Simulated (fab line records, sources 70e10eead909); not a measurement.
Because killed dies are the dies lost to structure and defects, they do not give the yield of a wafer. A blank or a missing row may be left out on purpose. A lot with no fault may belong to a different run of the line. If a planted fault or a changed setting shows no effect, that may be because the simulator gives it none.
fab line records ; flow nand_harc
record: lots: 13; wafers: 37; last_day: 24
route steps=1159 shown A_SLIT@790 A_WL_FILL@832 END@1159
lots that met no fault: taken from a fault-free run of the same line
start_h: hours from the record's opening day to when the first of the lot's shown wafers began ; wait_h: hours since the lot's step before ; " repeats the value in the row above ; L1.1+2: one row covering several wafers at once ; - value missing, or start not given ; * or withheld: withheld ; < > ~ a bound
route shown NAME@n: names a module that has steps shown in the file, with the first one's number in the route ; usual: mean/standard deviation of fault-free wafers ; same: alike in all rows ; chamber/n: place in a boat ; sites: readings site by site ; _std_site: standard deviation across them ; _edge_site: the outer-site mean with the inner-site mean subtracted ; radius_mm: for every site, how far away it sits from the centre of the wafer ; mask NAME#n: copy n ; behind: the tool/chamber that last shaped the wafer ; hold: why the lot was held/for how many hours/how that ended ; device: transistor that didn't switch, given as n, p or np ; end of line: the same wafers' tests at the end of the route ; for a step that has no rows: nothing shown but its recipe ; killed: count of dies lost to structure and defects at first sort (not the wafer's yield) ; map: per-die view of a wafer (x killed, . not killed, _ where there is no die)
set.NAME: the setting the step ran with; set.NAME@STEP: the setting that earlier step ran with ; model.NAME: the simulator's own value behind a step, which no gauge read
a sample of lots followed through the steps of the route, with each step as a table and each wafer as a row
services: when a tool's chamber went out of use (start_h, in hours from the record's first day, below 0 if earlier), for how many hours, and the reason
== steps ==
step: NHARC_A_SLIT_CD_MEAS_09
recipe: target_cd_nm: 300; landing_energy_ev: 500
usual: cd_nm: 300.1/0.74
lot.wafer;tool;chamber;start_h;wait_h;cd_nm
L323.1;cd_sem-01;0;323.21;-;301.4
L323.2;cd_sem-01;0;323.21;-;300.9
L323.3;cd_sem-01;0;323.21;-;301.7
L327.1;cd_sem-03;0;347.21;-;300.2
L327.2;cd_sem-03;0;347.21;-;299.3
L327.4;cd_sem-03;0;347.21;-;299.6
L326.2;cd_sem-03;0;347.36;-;300.2
L326.5;cd_sem-03;0;347.36;-;300.7
L326.6;cd_sem-03;0;347.36;-;301.5
L328.3;cd_sem-03;0;352.44;-;300.4
L328.5;cd_sem-03;0;352.44;-;300.3
L328.6;cd_sem-03;0;352.44;-;300.9
L329.1;cd_sem-03;0;370.34;-;300.9
L329.4;cd_sem-03;0;370.34;-;300.7
L329.5;cd_sem-03;0;370.34;-;301.0
L330.1;cd_sem-01;0;371.50;-;300.1
L330.5;cd_sem-01;0;371.50;-;299.6
L330.6;cd_sem-01;0;371.50;-;299.5
L336.2;cd_sem-03;0;417.14;-;299.8
L336.3;cd_sem-03;0;417.14;-;300.3
L336.5;cd_sem-03;0;417.14;-;300.7
L340.1;cd_sem-02;0;423.64;-;300.9
L340.6;cd_sem-02;0;423.64;-;301.2
L337.1;cd_sem-03;0;423.79;-;299.2
L337.3;cd_sem-03;0;423.79;-;300.1
L341.2;cd_sem-03;0;441.74;-;300.3
L341.3;cd_sem-03;0;441.74;-;300.3
L341.4;cd_sem-03;0;441.74;-;300.1
L342.3;cd_sem-02;0;455.72;-;300.0
L342.5;cd_sem-02;0;455.72;-;299.5
L342.6;cd_sem-02;0;455.72;-;299.1
L343.1;cd_sem-02;0;455.90;-;299.7
L343.5;cd_sem-02;0;455.90;-;299.6
L343.6;cd_sem-02;0;455.90;-;300.6
L344.1;cd_sem-03;0;461.69;-;301.1
L344.2;cd_sem-03;0;461.69;-;300.4
L344.3;cd_sem-03;0;461.69;-;300.9
step: NHARC_A_SLIT_ETCH_15
recipe: target_depth_a: 32000; over_etch_frac: 0.3; time_s: 832; ion_energy_ev: 150; o2_flow_sccm: 400; cos_flow_sccm: 20; ar_flow_sccm: 0; rf_w: 500; bias_w: 300; chemistry: O2/COS
usual: chamber_pressure_mTorr: 19.998/0.019; drypump_motor_current_A: 5.9/0.48; o2_flow_sccm: 400.0/1.1; oes_product_au: 0.998/0.01; rf_vpp_V: 314.1/1.8; showerhead_plenum_p_Torr: 3.11/0.12; throttle_valve_pct: 28.329/0.0094
lot.wafer;tool;chamber;start_h;wait_h;chamber_pressure_mTorr;drypump_motor_current_A;o2_flow_sccm;oes_product_au;rf_hours_counter_h;rf_vpp_V;showerhead_plenum_p_Torr;throttle_valve_pct
L323.3;rie_diel-05;1;-;-;19.995;6.4;397.4;1.002;13;315.2;3.18;28.358
L323.1;rie_diel-05;2;-;-;20.024;5.0;399.1;0.995;13;313.2;3.05;28.332
L323.2;rie_diel-05;3;-;-;19.972;5.2;401.6;1.002;13;315.8;3.25;28.333
L327.2;rie_diel-08;2;-;-;20.023;5.5;396.8;0.993;4;312.1;3.02;28.341
L327.1;rie_diel-08;3;-;-;19.975;5.4;399.3;1.003;3;314.1;3.11;28.338
L327.4;rie_diel-08;0;-;-;20.006;5.6;400.0;0.999;3;312.7;2.96;28.336
L326.2;rie_diel-12;2;-;-;20.046;6.4;399.8;1.001;9;317.6;3.34;28.338
L326.6;rie_diel-12;2;-;-;19.996;6.5;398.8;0.996;-;317.5;3.34;28.337
L326.5;rie_diel-12;3;-;-;19.987;6.6;399.9;0.986;-;315.1;3.19;28.324
L328.3;rie_diel-08;0;-;-;20.015;5.6;398.7;0.989;4;312.9;2.96;28.333
L328.5;rie_diel-08;0;-;-;20.001;5.6;399.6;0.988;-;312.8;2.96;28.314
L328.6;rie_diel-08;1;-;-;19.999;6.1;398.9;1.009;-;313.5;2.96;28.325
L329.4;rie_diel-05;0;-;-;19.964;6.0;401.1;0.991;2;314.8;3.23;28.332
L329.1;rie_diel-05;2;-;-;19.999;5.0;399.8;0.971;2;312.0;3.05;28.326
L329.5;rie_diel-05;3;-;-;19.996;5.2;399.9;0.992;-;314.6;3.25;28.329
L330.1;rie_diel-12;0;-;-;19.998;6.2;398.6;1.000;10;315.0;3.05;28.333
L330.5;rie_diel-12;1;-;-;19.976;5.8;401.2;0.995;-;315.3;3.15;28.325
L330.6;rie_diel-12;2;-;-;20.007;6.4;399.8;0.995;-;316.7;3.33;28.326
L336.3;rie_diel-08;1;-;-;19.976;6.2;397.8;1.016;8;312.0;2.96;28.331
L336.2;rie_diel-08;2;-;-;20.039;5.5;399.9;0.990;8;313.5;3.02;28.316
L336.5;rie_diel-08;1;-;-;20.005;6.2;397.8;1.015;-;311.3;2.96;28.318
L340.1;rie_diel-08;3;-;-;20.002;5.4;399.1;0.999;8;313.6;3.11;28.321
L340.6;rie_diel-08;3;-;-;20.005;5.4;398.9;1.008;-;316.6;3.11;28.335
L337.3;rie_diel-12;2;-;-;20.000;6.4;401.9;1.005;3;318.4;3.33;28.319
L337.1;rie_diel-12;0;-;-;19.981;6.2;399.8;0.987;2;312.8;3.05;28.318
L341.2;rie_diel-08;3;-;-;19.965;5.4;399.0;0.988;10;314.3;3.11;28.325
L341.3;rie_diel-08;0;-;-;20.001;5.6;401.3;0.995;10;313.5;2.96;28.330
L341.4;rie_diel-08;1;-;-;20.022;6.1;400.3;1.000;10;311.0;2.96;28.322
L342.3;rie_diel-08;1;-;-;19.972;6.2;400.2;1.008;11;311.3;2.96;28.337
L342.5;rie_diel-08;2;-;-;20.018;5.5;401.0;0.979;-;312.1;3.01;28.310
L342.6;rie_diel-08;3;-;-;20.032;5.4;400.9;0.999;-;315.1;3.11;28.338
L343.1;rie_diel-05;0;-;-;20.000;6.1;399.6;0.993;7;315.0;3.23;28.320
L343.6;rie_diel-05;0;-;-;19.996;6.1;399.2;0.994;-;315.8;3.23;28.311
L343.5;rie_diel-05;1;-;-;19.985;6.4;398.0;0.996;-;314.6;3.18;28.323
L344.2;rie_diel-05;0;-;-;19.980;6.1;401.2;0.988;8;316.0;3.23;28.322
L344.1;rie_diel-05;1;-;-;20.021;6.3;398.8;0.995;9;314.8;3.18;28.331
L344.3;rie_diel-05;3;-;-;19.975;5.2;400.3;0.990;9;316.4;3.25;28.335
step: NHARC_A_WL_FILL_ALD_19
recipe: target_thk_a: 20; pulse_time_s: 3; ald_cycles: 100; temp_c: 450; material: TiN
usual: ald_cycles: 100/0; heater_power_outer_w: 722/81; heater_power_w: 1142/110; precursor_pulse_height_rel: 0.999/0.02
lot.wafer;tool;chamber;start_h;wait_h;ald_cycles;heater_power_outer_w;heater_power_w;precursor_pulse_height_rel
L323.3;ald_metal-02;1;363.37;0.1;100;794;1225;1.006
L323.1;ald_metal-02;2;363.37;0.1;100;742;1068;0.994
L323.2;ald_metal-02;0;363.37;0.1;100;647;1082;0.989
L327.2;ald_metal-04;3;382.81;0.1;100;740;1275;1.034
L327.1;ald_metal-04;1;382.81;0.1;100;560;888;1.003
L327.4;ald_metal-04;2;382.81;0.1;100;632;1061;0.976
L326.2;ald_metal-02;3;385.86;0.2;100;662;1108;1.012
L326.5;ald_metal-02;0;385.86;0.2;100;672;1090;0.958
L326.6;ald_metal-02;1;385.86;0.2;100;749;1261;0.954
L328.3;ald_metal-01;2;389.49;0.1;100;920;1344;1.026
L328.5;ald_metal-01;0;389.49;0.1;100;695;1066;1.020
L328.6;ald_metal-01;1;389.49;0.1;100;750;1197;0.970
L329.4;ald_metal-02;1;412.54;0.1;100;777;1242;0.996
L329.1;ald_metal-02;0;412.54;0.1;100;682;1094;1.002
L329.5;ald_metal-02;1;412.54;0.1;100;758;1238;1.007
L330.1;ald_metal-01;2;412.54;0.1;100;904;1328;1.010
L330.6;ald_metal-01;0;412.54;0.1;100;692;1084;0.984
L330.5;ald_metal-01;1;412.54;0.1;100;741;1222;1.032
L336.2;ald_metal-02;0;452.37;0.1;47;683;1119;0.999
L336.3;ald_metal-02;2;452.37;0.1;100;748;1095;1.008
L336.5;ald_metal-02;3;452.37;0.1;100;670;1085;0.990
L340.1;ald_metal-02;0;456.32;0.1;47;681;1093;1.005
L340.6;ald_metal-02;3;456.32;0.1;100;679;1106;1.021
L337.3;ald_metal-02;2;459.03;0.1;100;760;1089;0.977
L337.1;ald_metal-02;0;459.03;0.1;47;694;1091;0.996
L341.2;ald_metal-01;3;477.69;0.1;100;685;1141;0.978
L341.4;ald_metal-01;0;477.69;0.1;100;701;1118;0.963
L341.3;ald_metal-01;1;477.69;0.1;100;733;1203;1.031
L342.3;ald_metal-01;2;488.82;0.1;100;862;1240;0.989
L342.5;ald_metal-01;2;488.82;0.1;100;843;1246;0.995
L342.6;ald_metal-01;3;488.82;0.1;100;670;1149;1.002
L343.1;ald_metal-04;1;488.86;0.1;100;571;886;1.013
L343.5;ald_metal-04;3;488.86;0.1;100;778;1250;1.033
L343.6;ald_metal-04;0;488.86;0.1;100;796;1144;1.024
L344.2;ald_metal-04;2;495.79;0.1;100;626;1072;1.015
L344.3;ald_metal-04;3;495.79;0.1;100;819;1275;0.953
L344.1;ald_metal-04;0;495.79;0.1;100;789;1143;0.975
step: NHARC_A_WL_FILL_CMP_12
recipe: t_overpolish_s: 30; target_thk_nm: 75
usual: motor_current_A: 12.2/1; overpolish_run_s: 29.998/0.0094; time_to_endpoint_s: 16.9/2.4
lot.wafer;tool;chamber;start_h;wait_h;motor_current_A;overpolish_run_s;time_to_endpoint_s
L323.3;cmp-04;0;373.66;2.2;11.4;30.011;15.3
L323.1;cmp-04;2;373.66;2.2;10.4;29.995;13.1
L323.2;cmp-04;3;373.66;2.2;12.6;29.996;20.1
L327.2;cmp-01;2;392.79;3.6;13.5;30.005;11.9
L327.1;cmp-01;3;392.79;3.6;11.9;30.003;13.5
L327.4;cmp-01;0;392.79;3.6;10.0;29.999;18.6
L326.2;cmp-04;0;394.98;4.4;11.5;30.016;19.6
L326.6;cmp-04;0;394.98;4.4;11.9;30.001;17.2
L326.5;cmp-04;1;394.98;4.4;9.8;29.987;20.4
L328.3;cmp-02;1;401.99;2.9;13.1;30.010;15.3
L328.6;cmp-02;1;401.99;2.9;13.1;29.990;15.7
L328.5;cmp-02;2;401.99;2.9;13.3;29.991;17.3
L329.4;cmp-02;3;417.74;2.9;12.8;30.008;17.3
L329.1;cmp-02;1;417.74;2.9;13.0;29.988;15.9
L329.5;cmp-02;3;417.74;2.9;11.6;30.008;17.6
L330.1;cmp-02;2;422.04;7.9;13.5;30.015;19.6
L330.6;cmp-02;2;422.04;7.9;13.1;29.992;21.5
L330.5;cmp-02;3;422.04;7.9;12.2;29.986;18.8
L336.2;cmp-01;0;457.89;4.4;10.7;30.022;19.7
L336.3;cmp-01;1;457.89;4.4;12.8;30.012;15.8
L336.5;cmp-01;2;457.89;4.4;14.0;29.996;13.5
L340.1;cmp-02;3;464.75;4.3;11.9;29.996;15.6
L340.6;cmp-02;0;464.75;4.3;12.7;29.993;13.9
L337.1;cmp-04;3;469.09;3.6;13.2;29.984;16.3
L337.3;cmp-04;1;469.09;3.6;9.8;30.000;17.0
L341.4;cmp-02;2;484.37;2.9;13.0;29.992;15.3
L341.2;cmp-02;0;484.37;2.9;11.9;30.004;17.4
L341.3;cmp-02;1;484.37;2.9;12.6;30.001;12.0
L343.1;cmp-01;2;497.81;3.7;12.9;30.003;17.9
L343.5;cmp-01;3;497.81;3.7;11.3;29.984;20.5
L343.6;cmp-01;0;497.81;3.7;10.4;29.995;21.5
L342.3;cmp-01;1;498.07;2.2;13.5;30.007;15.9
L342.5;cmp-01;1;498.07;2.2;13.5;29.994;15.4
L342.6;cmp-01;2;498.07;2.2;13.1;30.010;16.2
L344.3;cmp-04;1;503.30;2.9;9.9;30.001;21.4
L344.2;cmp-04;2;503.30;2.9;11.2;30.008;17.2
L344.1;cmp-04;3;503.30;2.9;12.6;30.020;19.1
step: NHARC_END_SORT_01
recipe: temp_c: 25
usual: killed_at_array: 26/10; killed_at_other: 0.5/0.87; killed_at_periphery: 3.0/2.5; killed_dies: 29/11; killed_open: 3.3/1.9; killed_short: 1.8/1.5
same: gross_dies: 677
lot.wafer;tool;chamber;start_h;wait_h;killed_at_array;killed_at_other;killed_at_periphery;killed_dies;killed_open;killed_short
L336.2;prober-01;0;535.03;2.8;673;1;3;677;3;3
L336.3;prober-01;0;535.84;3.1;27;1;3;31;1;2
L336.5;prober-01;0;537.48;3.8;31;0;1;32;3;3
L340.1;prober-02;0;550.10;2.5;673;1;3;677;4;4
L340.6;prober-02;0;554.08;4.0;28;5;4;37;5;2
L337.1;prober-01;0;550.11;2.5;677;0;0;677;3;3
L337.3;prober-01;0;551.71;3.1;17;0;4;21;3;1
killed by level:class
L336.2 A_WL_FILL:area_ald=653 A_SLIT:chamber_film_flake=10 A_CHANNEL_HOLE_D1:chamber_film_flake=4 A_CONTACT:chamber_film_flake=3 P_CONTACT:geometric_particle:open=2 P_M0:geometric_particle:short=1 A_CHANNEL_FILL_D1:geometric_particle:short=1 A_BLC:geometric_particle:open=1
L336.3 A_SLIT:chamber_film_flake=17 A_CHANNEL_HOLE_D1:chamber_film_flake=5 A_STAIRCASE:chamber_film_flake=3 P_STI:geometric_particle:short=1 P_CONTACT:geometric_particle:short=1 A_CONTACT:geometric_particle:open=1 P_M0:chamber_film_flake=1 A_CONTACT:chamber_film_flake=1
L336.5 A_SLIT:chamber_film_flake=14 A_CHANNEL_HOLE_D1:chamber_film_flake=9 A_CONTACT:geometric_particle:open=2 A_STAIRCASE:chamber_film_flake=2 A_SLIT:geometric_particle:short=1 A_BLC:geometric_particle:short=1 A_M0:geometric_particle:short=1 A_M1:geometric_particle:open=1
L340.1 A_WL_FILL:area_ald=642 A_SLIT:chamber_film_flake=14 A_CHANNEL_HOLE_D1:chamber_film_flake=6 A_CONTACT:chamber_film_flake=4 P_GATE:geometric_particle:open=1 P_GATE:geometric_particle:short=1 P_CONTACT:geometric_particle:open=1 A_ONON_D1:geometric_particle:short=1
L337.1 A_WL_FILL:area_ald=647 A_CHANNEL_HOLE_D1:chamber_film_flake=15 A_STAIRCASE:chamber_film_flake=4 A_CONTACT:chamber_film_flake=4 A_WL_FILL:geometric_particle:short=2 A_WL_FILL:geometric_particle:open=1 A_CONTACT:geometric_particle:short=1 A_BLC:geometric_particle:open=1
L337.3 A_CHANNEL_HOLE_D1:chamber_film_flake=11 P_GATE:chamber_film_flake=2 A_STAIRCASE:chamber_film_flake=2 P_GATE:geometric_particle:open=1 P_CONTACT:geometric_particle:open=1 A_WL_FILL:geometric_particle:short=1 A_WL_FILL:geometric_particle:open=1 A_SLIT:chamber_film_flake=1
L340.6 A_SLIT:chamber_film_flake=9 A_CHANNEL_HOLE_D1:chamber_film_flake=5 A_STAIRCASE:chamber_film_flake=5 THIN_TSV:chamber_film_flake=5 A_CONTACT:chamber_film_flake=3 A_CONTACT:geometric_particle:open=2 P_STI:chamber_film_flake=2 P_GATE:geometric_particle:open=1
== services ==
tool;chamber;start_h;hours;kind
rie_diel-08;-;302.07;9.0;pm
ald_metal-02;3;307.79;3.7;repair
cmp-01;-;308.06;4.0;pm
cmp-01;-;313.92;2.8;repair
ald_metal-01;2;318.82;4.2;repair
cmp-02;-;324.54;4.0;pm
cmp-01;-;334.15;2.8;repair
cmp-02;-;337.31;1.9;repair
rie_diel-05;-;340.72;9.0;pm
ald_metal-02;-;364.00;10.0;pm
rie_diel-08;-;368.55;0.6;repair
ald_metal-01;-;376.14;0.5;repair
rie_diel-05;0;387.95;11.7;repair
cmp-01;-;401.01;2.1;repair
cmp-02;-;403.79;0.5;repair
cmp-01;-;406.06;4.0;pm
ald_metal-01;1;417.26;5.9;repair
cmp-02;-;422.54;4.0;pm
rie_diel-05;0;429.66;2.4;repair
rie_diel-08;1;448.29;1.4;repair
cmp-02;-;448.51;0.5;repair
rie_diel-08;0;476.64;8.5;repair
rie_diel-08;-;479.07;9.0;pm
cmp-02;-;495.06;2.0;repair
== key ==
first_sign: step: NHARC_A_WL_FILL_ALD_19; reading: ald_cycles; direction: down; sigmas: 99+; usual: 100; struck: 47
effect: step: NHARC_END_SORT_01; reading: killed_at_array; direction: up; sigmas: 65; usual: 26; struck: 674
more_kills_born_at: NHARC_A_WL_FILL_ALD_19@ald_metal-02: 1942
met_at NHARC_A_WL_FILL_ALD_19
struck_lots L336,L337,L340
struck_wafers L336.2,L337.1,L340.1
later_rows_left_out L336.2,L337.1,L340.1
tester_left_out L336,L337,L340
not_acting_at NHARC_A_SLIT_CD_MEAS_09,NHARC_A_SLIT_ETCH_15,NHARC_A_WL_FILL_CMP_12
onset_between 412.54 452.37
fault: kind: process_parameter_drift; tool: ald_metal-02; chamber: -; onset_h: 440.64; steps: NHARC_A_WL_FILL_ALD_19; channel: ald_cycles; offset: -53; shape: step; end_h: 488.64; scope: struck_wafers_only; acts_in: these_recipes_only; stated: 100
tester_left_out: of these lots the tester's yield and bins aren't shown, on N5 and GAA mostly nor the transistor test; their killed dies are dies lost to structure and defects alone, not to doping, threshold or leakage, so they don't give the yield
later_rows_left_out: the simulator's readings of these wafers behind a module that went badly wrong aren't trusted and aren't shown, but for the sort
